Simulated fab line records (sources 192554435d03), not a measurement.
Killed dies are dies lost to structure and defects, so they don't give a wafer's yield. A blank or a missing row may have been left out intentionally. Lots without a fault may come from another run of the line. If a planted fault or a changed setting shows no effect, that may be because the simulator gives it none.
fab line records ; flow n5_finfet
record: lots: 3; wafers: 9; last_day: 16
route steps=1938 shown BEOL_M3@951 BEOL_M4@1111 PASSIVATION@1936
lots untouched by any fault: they come from a run of this same line in which no faults occurred
start_h: hours from the record's opening day to when the first of the lot's shown wafers began ; wait_h: hours since the lot's step before ; " identical to the entry in the row above ; L1.1+2: several wafers, shown together as one row ; - no value, or no start was given ; * or withheld: withheld ; < > ~ a bound
route shown NAME@n: names a module that has steps shown in the file, with the first one's number in the route ; usual: mean and standard deviation over wafers with no fault ; same: alike in all rows ; chamber/n: place in a boat ; sites: each site's reading ; _std_site: the standard deviation of these ; _edge_site: mean of outer sites minus mean of inner sites ; radius_mm: for every site, how far away it sits from the centre of the wafer ; mask NAME#n: copy n ; behind: the tool/chamber that last shaped the wafer ; hold: what put the lot on hold/how long, in hours/how the hold closed ; device: the n, p or np transistor that did not switch ; end of line: at the end of the route, the tests of the same wafers ; a step with no rows: only its recipe ; killed: not the wafer's yield, but the dies lost to structure and defects at the first sort ; map: a wafer's dies, marking killed ones x, the rest . and places with no die _
set.NAME: the setting as run; set.NAME@STEP: as run at that earlier step ; model.NAME: the simulator's own value behind a step, which no gauge read
lots at some steps of the route; a table a step, a row a wafer
services: from which hour (start_h, from the record's first day; less than 0 if before it) a tool's chamber was out of use, for how many hours, and why
== steps ==
step: N5_BEOL_M3_STRIP_65
recipe: chemistry: N2/H2; temp_c: 40; n2_flow_sccm: 200; h2_flow_sccm: 200; rf_frequency_hz: 6e+07
step: N5_BEOL_M3_STRIP_75
recipe: chemistry: N2/H2; temp_c: 40; n2_flow_sccm: 200; h2_flow_sccm: 200; rf_frequency_hz: 6e+07
step: N5_BEOL_M3_STRIP_66
recipe: chemistry: CF4; resist: SiARC; power_w: 300; bias_power_w: 75; pressure_mtorr: 50; cf4_flow_sccm: 150; rf_frequency_hz: 6e+07
step: N5_BEOL_M3_HM_OPEN_17
recipe: chemistry: Cl2/BCl3; target_depth_a: 200; overetch_a: 60; target: TiN; mask_material: SOC; ion_energy_ev: 150; pressure_mtorr: 10; icp_w: 1000; bias_w: 126; Cl2_flow_sccm: 53.25; bcl3_flow_sccm: 21.75; Ar_flow_sccm: 25
step: N5_BEOL_M3_STRIP_19
recipe: chemistry: O2; power_w: 400; temp_c: 40; pressure_mtorr: 30; rf_frequency_hz: 6e+07; bias_power_w: 0; overash_fraction: 0.2; o2_flow_sccm: 225
step: N5_BEOL_M3_COAT_67
recipe: resist: SOC; temp_c: 250; time_s: 60; spin_rpm: 1500; resist_thk_nm: 60
step: N5_BEOL_M3_COAT_68
recipe: resist: SiARC; temp_c: 220; time_s: 60; spin_rpm: 1500; resist_thk_nm: 12
step: N5_BEOL_M3_COAT_76
recipe: resist: underlayer; temp_c: 205; time_s: 60; spin_rpm: 1500; resist_thk_nm: 5
step: N5_BEOL_M3_COAT_22
recipe: resist: CAR-EUV; spin_rpm: 1500; resist_thk_nm: 30
step: N5_BEOL_M3_EBR_24
recipe: solvent: PGMEA; ebr_width_mm: 1.5
step: N5_BEOL_M3_SOFTBAKE_23
recipe: temp_c: 110; time_s: 60; resist: CAR-EUV
step: N5_BEOL_M3_EXPOSE_25
recipe: mask_id: V2; na: 0.33; source_shape: quasar; sigma_inner: 0.2; sigma_outer: 0.8; polarization: unpolarized; defocus_nm: 5; dose_mj: 63
usual: exposure_dose_mJ_cm2: 63.4/0.45
lot.wafer;tool;chamber;start_h;wait_h;mask;exposure_dose_mJ_cm2
L296.2;euv_scanner-01;0;156.15;-;V2#0;63.9
L296.4;euv_scanner-01;0;156.15;-;V2#0;63.8
L296.5;euv_scanner-01;0;156.15;-;V2#0;63.8
L308.2;euv_scanner-01;0;227.96;-;V2#0;68.4
L308.3;euv_scanner-01;0;227.96;-;V2#0;68.5
L308.4;euv_scanner-01;0;227.96;-;V2#0;68.3
L316.3;euv_scanner-02;0;269.25;-;V2#0;62.8
L316.4;euv_scanner-02;0;269.25;-;V2#0;62.8
L316.5;euv_scanner-02;0;269.25;-;V2#0;62.8
step: N5_BEOL_M3_PEB_26
recipe: peb_temp_c: 100; peb_time_s: 60; resist: CAR-EUV
step: N5_BEOL_M3_DEVELOP_27
recipe: develop_time_s: 30; developer: TMAH; resist: CAR-EUV; rinse_liquid: surfactant_rinse; dry: air_spin; dev_temp_c: 23
step: N5_BEOL_M3_CD_MEAS_28
recipe: target_cd_nm: 25.7; landing_energy_ev: 500; detector: se_inlens; target_cd_y_nm: 23.3; polarity: opening
usual: cd_nm: 25.80/0.24
lot.wafer;tool;chamber;start_h;wait_h;cd_nm
L296.2;cd_sem-02;0;156.28;-;25.91
L296.4;cd_sem-02;0;156.28;-;26.21
L296.5;cd_sem-02;0;156.28;-;25.94
L308.2;cd_sem-02;0;228.09;-;23.76
L308.3;cd_sem-02;0;228.09;-;22.64
L308.4;cd_sem-02;0;228.09;-;17.38
L316.3;cd_sem-03;0;269.38;-;25.66
L316.4;cd_sem-03;0;269.38;-;25.82
L316.5;cd_sem-03;0;269.38;-;26.03
step: N5_BEOL_M3_DESCUM_33
recipe: chemistry: O2; time_s: 7; source_power_w: 50; bias_power_w: 20; pressure_mtorr: 20; rf_frequency_hz: 2.712e+07; temp_c: 40; resist: CAR-EUV; o2_flow_sccm: 225
step: N5_BEOL_M3_ETCH_77
recipe: chemistry: N2/H2; target: underlayer; target_depth_a: 65; mask_material: CAR-EUV; time_s: 5.2; ion_energy_ev: 200; pressure_mtorr: 30; source_w: 840; bias_w: 150; n2_flow_sccm: 200; h2_flow_sccm: 200; ends: cleared
step: N5_BEOL_M3_ETCH_69
recipe: chemistry: CF4; target: SiARC; target_depth_a: 156; mask_material: CAR-EUV; time_s: 26; ion_energy_ev: 80; pressure_mtorr: 40; source_w: 545; bias_w: 36; Ar_flow_sccm: 100; cf4_flow_sccm: 100; ends: cleared
step: N5_BEOL_M3_ALD_98
recipe: material: SiO2; target_thk_a: 25; temp_c: 100; ald_precursor_family: BDEAS; ald_co_reactant: O2-plasma; pulse_time_s: 1; co_reactant_pulse_time_s: 1; purge_time_s: 2; co_reactant_purge_time_s: 2; ald_cycles: 17; pressure_torr: 2
step: N5_BEOL_M3_ETCHBACK_99
recipe: chemistry: CHF3; target: SiO2; target_depth_a: 50; time_s: 10.4; source_w: 215; bias_w: 47; Ar_flow_sccm: 200; CHF3_flow_sccm: 12; ion_energy_ev: 100; pressure_mtorr: 30
step: N5_BEOL_M3_ETCH_70
recipe: chemistry: N2/H2; target: SOC; target_depth_a: 800; overetch_a: 160; mask_material: SiARC; temp_c: 40; time_s: 120; ion_energy_ev: 200; pressure_mtorr: 30; source_w: 840; bias_w: 150; n2_flow_sccm: 200; h2_flow_sccm: 200
step: N5_BEOL_M3_STRIP_71
recipe: chemistry: N2/H2; temp_c: 40; n2_flow_sccm: 200; h2_flow_sccm: 200; rf_frequency_hz: 6e+07
step: N5_BEOL_M3_STRIP_78
recipe: chemistry: N2/H2; temp_c: 40; n2_flow_sccm: 200; h2_flow_sccm: 200; rf_frequency_hz: 6e+07
step: N5_BEOL_M3_VIA_ETCH_34
recipe: chemistry: C4F6/O2; target_depth_a: 694; mask_material: SOC; pressure_mtorr: 15; ion_energy_ev: 250; taper_deg: 4; time_s: 65.9; source_w: 350; bias_w: 170; Ar_flow_sccm: 300; C4F6_flow_sccm: 10; O2_flow_sccm: 10
step: N5_BEOL_M3_STRIP_83
recipe: chemistry: C4F6/O2; resist: SiARC; rf_frequency_hz: 6e+07
step: N5_BEOL_M3_STRIP_36
recipe: chemistry: N2/H2; power_w: 450; temp_c: 40; pressure_mtorr: 20; rf_frequency_hz: 6e+07; overash_fraction: 0.3; bias_power_w: 7; h2_frac: 0.5; n2_flow_sccm: 200; h2_flow_sccm: 200
step: N5_BEOL_M3_TRENCH_ETCH_37
recipe: chemistry: C4F6/O2; target_depth_a: 555.55; target: SiOC; time_s: 29.2; ion_energy_ev: 250; pressure_mtorr: 30; source_w: 355; bias_w: 185; Ar_flow_sccm: 300; C4F6_flow_sccm: 10; O2_flow_sccm: 10
step: N5_BEOL_M3_ETCH_41
recipe: chemistry: CH3F/O2; target: SiCN; target_depth_a: 299; taper_deg: 2; time_s: 52.5; ion_energy_ev: 120; mask_material: TiN; pressure_mtorr: 30; source_w: 395; bias_w: 75; Ar_flow_sccm: 150; CH3F_flow_sccm: 30; O2_flow_sccm: 20
step: N5_BEOL_M3_STRIP_97
recipe: chemistry: N2/H2; time_s: 10; power_w: 450; temp_c: 40; pressure_mtorr: 20; rf_frequency_hz: 6e+07; bias_power_w: 7; n2_flow_sccm: 200; h2_flow_sccm: 200
step: N5_BEOL_M3_HM_STRIP_39
recipe: chemistry: peroxide_tin_strip; material: TiN; target_depth_a: 250; temp_c: 50; time_s: 158
step: N5_BEOL_M3_SRD_40
recipe: time_s: 30; temp_c: 23; rinse_liquid: diw; dry: ipa_marangoni
step: N5_BEOL_M3_PRECLEAN_42
recipe: chemistry: residue_remover; time_s: 60; temp_c: 40
step: N5_BEOL_M3_SRD_43
recipe: time_s: 30; temp_c: 23; rinse_liquid: diw; dry: ipa_marangoni
step: N5_BEOL_M3_DEGAS_44
recipe: ambient: vacuum; temp_c: 250; time_s: 60
step: N5_BEOL_M3_PRE_CLEAN_45
recipe: gas: H2/He; time_s: 30; temp_c: 250
step: N5_BEOL_M3_ALD_84
recipe: material: TaN; target_thk_a: *; temp_c: 275; ald_precursor_family: PDMAT; ald_co_reactant: NH3; pressure_torr: 3; carrier_flow_sccm: 1500; pulse_time_s: 2; purge_time_s: 3; co_reactant_purge_time_s: 2; co_reactant_pulse_time_s: 3; ald_cycles: 30; precursor_vessel_temp_c: 75; precursor_vessel_pressure_torr: 26.25; precursor_vessel_carrier_sccm: 1000
step: N5_BEOL_M3_SURFACE_TREAT_85
recipe: gas: Ar; time_s: *; ion_energy_ev: *; ion_current_ma_cm2: 0.5; pressure_mtorr: *; ar_flow_sccm: 30
step: N5_BEOL_M4_RC_MEAS_101
usual: CHAIN_V2: 229/7.7; CHAIN_V2_max_site: 238/8.3; DIBL_N: 35.8/1.8; DIBL_P: 35.6/2; IOFF_N: 0.148/0.028; IOFF_P: 0.20/0.034; ION_N: 672/12; ION_P: 462/8.5; SS_N: 71.2/0.65; SS_P: 73.1/0.67; VT_N: 251/3.3; VT_P: -251/3.8
lot.wafer;tool;chamber;start_h;wait_h;CHAIN_V2[ohm/link];CHAIN_V2_max_site[ohm/link];DIBL_N[mV/V];DIBL_P[mV/V];IOFF_N[nA/um];IOFF_P[nA/um];ION_N[uA/um];ION_P[uA/um];SS_N[mV/dec];SS_P[mV/dec];VT_N[mV];VT_P[mV]
L296.2;prober-01;0;171.13;0.2;222;228;37.9;39.4;0.177;0.23;676;472;70.7;74.2;249;-248
L296.4;prober-01;0;171.13;0.2;224;231;34.7;35.9;0.128;0.19;672;465;70.4;73.0;251;-252
L296.5;prober-01;0;171.13;0.2;233;242;36.8;38.1;0.155;0.22;676;466;70.5;72.9;249;-248
L308.2;prober-02;0;247.29;0.2;288;300;37.1;34.5;0.157;0.23;663;457;72.2;73.5;252;-246
L308.3;prober-02;0;247.29;0.2;301;316;35.9;34.3;0.142;0.22;660;462;72.0;72.5;252;-248
L316.3;prober-01;0;290.62;0.3;240;253;36.1;36.8;0.140;0.20;661;454;71.8;73.3;253;-249
L316.4;prober-01;0;290.62;0.3;231;240;38.2;38.9;0.176;0.23;672;461;72.2;73.3;248;-251
L316.5;prober-01;0;290.62;0.3;235;241;36.3;37.5;0.148;0.20;662;455;71.2;74.3;250;-250
sites CHAIN_V2 radius_mm=0,75,75,75,75,140,140,140,140
L296.2 215 223 218 228 222 225 218 221 226
L308.2 292 291 288 296 300 282 278 279 278
L316.3 249 253 240 251 250 236 239 231 237
step: N5_PASSIVATION_PROBE_49
usual: defect_limited_yield: 91.3/1.5; killed_at_M0_to_M3: 34/11; killed_at_M4_up: 14/6.1; killed_at_contacts: 12/5.9; killed_at_front_end: 39/11; killed_at_other: 4/3.3; killed_dies: 102/18; killed_on_rim: 13/3.8; killed_open: 67/13; killed_short: 33/7.9; sort_bin_5_function: 5.1/1; sort_bin_6_memory: 3.3/0.7; sort_n_pass: 1077/19; sort_yield_pct: 91.3/1.6
same: gross_dies: 1180; killed_at_back_side: 0; sort_bin_4_leakage[%]: 0; sort_bin_8_speed[%]: 0
lot.wafer;tool;chamber;start_h;wait_h;defect_limited_yield[%];killed_at_M0_to_M3;killed_at_M4_up;killed_at_contacts;killed_at_front_end;killed_at_other;killed_dies;killed_on_rim;killed_open;killed_short;sort_bin_5_function[%];sort_bin_6_memory[%];sort_n_pass;sort_yield_pct[%]
L296.2;prober-01;-;264.87;0.1;91.2;49;6;3;43;3;104;11;62;41;5.2;3.4;1076;91.2
L296.4;prober-01;-;264.97;0.2;91.4;44;11;8;27;12;102;5;64;35;5.1;3.4;1078;91.4
L296.5;prober-01;-;265.02;0.2;90.3;43;7;14;46;5;115;14;78;36;6.0;3.5;1065;90.3
L308.2;prober-02;-;348.25;0.1;93.2;25;11;8;32;4;80;10;48;30;4.7;1.9;1100;93.2
L308.3;prober-02;-;348.30;0.1;87.3;81;14;6;36;13;150;35;63;32;8.9;3.4;1030;87.3
L308.4;prober-02;-;348.35;0.2;0;1116;12;6;38;8;1180;152;71;30;96.6;3.0;0;0
L316.3;prober-01;-;386.77;0.1;92.3;31;12;13;35;0;91;14;58;29;5.4;2.1;1089;92.3
L316.4;prober-01;-;386.82;0.2;92.5;27;11;13;35;2;88;13;53;33;3.7;3.5;1092;92.5
L316.5;prober-01;-;386.87;0.2;93.5;31;7;8;29;2;77;11;49;26;4.3;1.9;1103;93.5
killed by level:class
L296.2 DUMMY_GATE:geometric_particle:open=11 BEOL_M2:geometric_particle:open=10 BEOL_M0_SAQP:geometric_particle:short=9 DUMMY_GATE:geometric_particle:short=7 BEOL_M1:geometric_particle:open=6 BEOL_M0_SAQP:geometric_particle:open=6 BEOL_M2:geometric_particle:short=6 BEOL_M3:geometric_particle:open=5
L296.4 BEOL_M0_SAQP:geometric_particle:open=10 BEOL_M2:geometric_particle:open=9 GATE_CUT:geometric_particle:open=7 BEOL_M0_SAQP:geometric_particle:short=7 BEOL_M1:geometric_particle:short=7 MOL_CONTACT_COAG:geometric_particle:open=5 BEOL_M4:geometric_particle:open=5 FIN_SAQP:geometric_particle:short=4
L296.5 STI_FIN_REVEAL:geometric_particle:open=17 MOL_CONTACT_COAG:geometric_particle:open=13 DUMMY_GATE:geometric_particle:open=9 BEOL_M0_SAQP:geometric_particle:open=9 BEOL_M0_SAQP:geometric_particle:short=8 BEOL_M1:geometric_particle:short=7 BEOL_M2:geometric_particle:open=7 BEOL_M2:geometric_particle:short=6
L308.2 STI_FIN_REVEAL:geometric_particle:open=9 BEOL_M3:geometric_particle:open=9 MOL_CONTACT_COAG:geometric_particle:open=6 STI_FIN_REVEAL:geometric_particle:short=4 ILD0:geometric_particle:short=4 BEOL_M4:geometric_particle:open=4 FIN_SAQP:geometric_particle:short=3 BEOL_M0_SAQP:geometric_particle:open=3
L308.3 BEOL_M3:area_expose=52 STI_FIN_REVEAL:geometric_particle:open=13 BEOL_M0_SAQP:geometric_particle:short=11 BEOL_M0_SAQP:geometric_particle:open=9 FIN_SAQP:geometric_particle:open=5 MOL_CONTACT_COAG:geometric_particle:open=5 FIN_SAQP:geometric_particle:short=4 BEOL_M3:geometric_particle:open=4
L308.4 BEOL_M3:area_expose=1076 STI_FIN_REVEAL:geometric_particle:open=15 BEOL_M0_SAQP:geometric_particle:short=10 BEOL_M3:geometric_particle:open=8 BEOL_M0_SAQP:geometric_particle:open=7 FIN_SAQP:geometric_particle:open=6 MOL_CONTACT_COAG:geometric_particle:open=5 BEOL_M1:geometric_particle:open=5
L316.3 STI_FIN_REVEAL:geometric_particle:open=11 BEOL_M0_SAQP:geometric_particle:short=10 FIN_SAQP:geometric_particle:open=8 BEOL_M0_SAQP:geometric_particle:open=8 MOL_CONTACT_COAG:geometric_particle:open=7 BEOL_M1:geometric_particle:open=5 GATE_CUT:geometric_particle:short=5 MOL_CONTACT_COAG:geometric_particle:short=4
L316.4 MOL_CONTACT_COAG:geometric_particle:open=10 BEOL_M0_SAQP:geometric_particle:short=8 BEOL_M0_SAQP:geometric_particle:open=6 STARTING-WAFER:geometric_particle:open=6 FIN_SAQP:geometric_particle:open=5 DUMMY_GATE:geometric_particle:open=4 GATE_CUT:geometric_particle:short=4 BEOL_M3:geometric_particle:open=4
L316.5 BEOL_M1:geometric_particle:open=8 BEOL_M0_SAQP:geometric_particle:open=7 GATE_CUT:geometric_particle:short=5 GATE_CUT:geometric_particle:open=5 MOL_CONTACT_COAG:geometric_particle:open=5 FIN_SAQP:geometric_particle:short=4 BEOL_M0_SAQP:geometric_particle:short=4 FIN_SAQP:geometric_particle:open=3
map L308.4 (x killed, . not)
_________________xxxxxxxxxxxx________________
______________xxxxxxxxxxxxxxxxxx_____________
___________xxxxxxxxxxxxxxxxxxxxxxxx__________
__________xxxxxxxxxxxxxxxxxxxxxxxxxx_________
________xxxxxxxxxxxxxxxxxxxxxxxxxxxxxx_______
_______xxxxxxxxxxxxxxxxxxxxxxxxxxxxxxxx______
______xxxxxxxxxxxxxxxxxxxxxxxxxxxxxxxxxx_____
_____xxxxxxxxxxxxxxxxxxxxxxxxxxxxxxxxxxxx____
____xxxxxxxxxxxxxxxxxxxxxxxxxxxxxxxxxxxxxx___
___xxxxxxxxxxxxxxxxxxxxxxxxxxxxxxxxxxxxxxxx__
___xxxxxxxxxxxxxxxxxxxxxxxxxxxxxxxxxxxxxxxx__
__xxxxxxxxxxxxxxxxxxxxxxxxxxxxxxxxxxxxxxxxxx_
__xxxxxxxxxxxxxxxxxxxxxxxxxxxxxxxxxxxxxxxxxx_
_xxxxxxxxxxxxxxxxxxxxxxxxxxxxxxxxxxxxxxxxxxxx
_xxxxxxxxxxxxxxxxxxxxxxxxxxxxxxxxxxxxxxxxxxxx
_xxxxxxxxxxxxxxxxxxxxxxxxxxxxxxxxxxxxxxxxxxxx
_xxxxxxxxxxxxxxxxxxxxxxxxxxxxxxxxxxxxxxxxxxxx
_xxxxxxxxxxxxxxxxxxxxxxxxxxxxxxxxxxxxxxxxxxxx
_xxxxxxxxxxxxxxxxxxxxxxxxxxxxxxxxxxxxxxxxxxxx
_xxxxxxxxxxxxxxxxxxxxxxxxxxxxxxxxxxxxxxxxxxxx
_xxxxxxxxxxxxxxxxxxxxxxxxxxxxxxxxxxxxxxxxxxxx
__xxxxxxxxxxxxxxxxxxxxxxxxxxxxxxxxxxxxxxxxxx_
__xxxxxxxxxxxxxxxxxxxxxxxxxxxxxxxxxxxxxxxxxx_
___xxxxxxxxxxxxxxxxxxxxxxxxxxxxxxxxxxxxxxxx__
___xxxxxxxxxxxxxxxxxxxxxxxxxxxxxxxxxxxxxxxx__
____xxxxxxxxxxxxxxxxxxxxxxxxxxxxxxxxxxxxxx___
_____xxxxxxxxxxxxxxxxxxxxxxxxxxxxxxxxxxxx____
______xxxxxxxxxxxxxxxxxxxxxxxxxxxxxxxxxx_____
_______xxxxxxxxxxxxxxxxxxxxxxxxxxxxxxxx______
________xxxxxxxxxxxxxxxxxxxxxxxxxxxxxx_______
__________xxxxxxxxxxxxxxxxxxxxxxxxxx_________
___________xxxxxxxxxxxxxxxxxxxxxxxx__________
______________xxxxxxxxxxxxxxxxxx_____________
_________________xxxxxxxxxxxx________________
map L296.5 (x killed, . not)
_________________.x..........________________
______________.................._____________
___________.....x..............x...__________
__________..............xx.........._________
________.x...........................x_______
_______.x.....x................x.......______
______..x.....x.....x.......x..........._____
_____x..............x....................____
____..x...................x...............___
___............xx...xx.....................__
___..........................x..........x..__
__...x...........x.........................._
__......x..x...x............................_
_..xx..................................x...x.
_.x.x...........x......x.........x.....x.....
_.............x.....x...............x........
_.........xx.......x....x........x.x.x.......
_...x....................x.......x......x....
_.x.........x....x.....x..........x..........
_...x...x...xx...x.......x..............x....
_....xx............x...........x.............
__.......................x................x._
__x................x........x..............x_
___.x....x.......x....x..x.........x.....x.__
___.......x.....x...............x....x.....__
____....xx.........x........xx......xxx...___
_____....x.x.........x.x........x....x...____
______.........x.............x.........._____
_______................................______
________x......x.........x.......x...._______
__________...............x.........x_________
___________......x..........xx.....__________
______________...........x.....x_____________
_________________......x...x.________________
== services ==
tool;chamber;start_h;hours;kind
euv_scanner-01;-;145.95;8.0;pm
euv_scanner-02;-;157.43;1.0;pm
euv_scanner-01;-;159.88;1.0;pm
euv_scanner-01;-;161.50;0.3;repair
euv_scanner-02;-;181.99;1.9;repair
euv_scanner-01;0;195.27;-;calibration
euv_scanner-02;0;212.14;-;calibration
euv_scanner-02;-;215.68;1.0;pm
euv_scanner-01;-;216.74;1.0;pm
euv_scanner-01;-;218.13;0.9;repair
euv_scanner-02;-;231.38;24.5;repair
euv_scanner-01;-;261.75;1.1;repair
== key ==
first_sign: step: N5_BEOL_M3_EXPOSE_25; reading: exposure_dose_mJ_cm2; direction: up; sigmas: 11; usual: 63.4; struck: 68.4
effect: step: N5_BEOL_M3_CD_MEAS_28; reading: cd_nm; direction: down; sigmas: 19; usual: 25.80; struck: 21.26; through: control_loop
effect: step: N5_BEOL_M4_RC_MEAS_101; reading: CHAIN_V2; direction: up; sigmas: 8.5; usual: 229; struck: 294
effect: step: N5_BEOL_M4_RC_MEAS_101; reading: CHAIN_V2_max_site; direction: up; sigmas: 8.5; usual: 238; struck: 308
effect: step: N5_PASSIVATION_PROBE_49; reading: killed_at_M0_to_M3; direction: up; sigmas: 33; usual: 34; struck: 407; wafers_moved: 2
more_kills_born_at: N5_BEOL_M3_EXPOSE_25@euv_scanner-01: 1130
met_at N5_BEOL_M3_EXPOSE_25
struck_wafers L308.2,L308.3,L308.4
later_rows_left_out L308.4
loop_trim: step: N5_BEOL_M3_EXPOSE_25; setting: dose; lots: L308
onset_between 156.15 227.96
earlier_fault: kind: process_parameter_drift; tool: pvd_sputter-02; chamber: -; onset_h: 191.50; steps: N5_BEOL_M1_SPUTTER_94; channel: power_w; offset: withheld; shape: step; acts_in: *
fault: kind: process_parameter_drift; tool: euv_scanner-01; chamber: -; onset_h: 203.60; steps: N5_BEOL_M3_EXPOSE_25; channel: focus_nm; offset: 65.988; spread_by_wafer: 0.3; shape: step
later_rows_left_out: the simulator's readings of these wafers behind a module that went badly wrong aren't trusted and aren't shown, but for the sort
loop_trim: a control loop set the setting to another value than it would have without faults
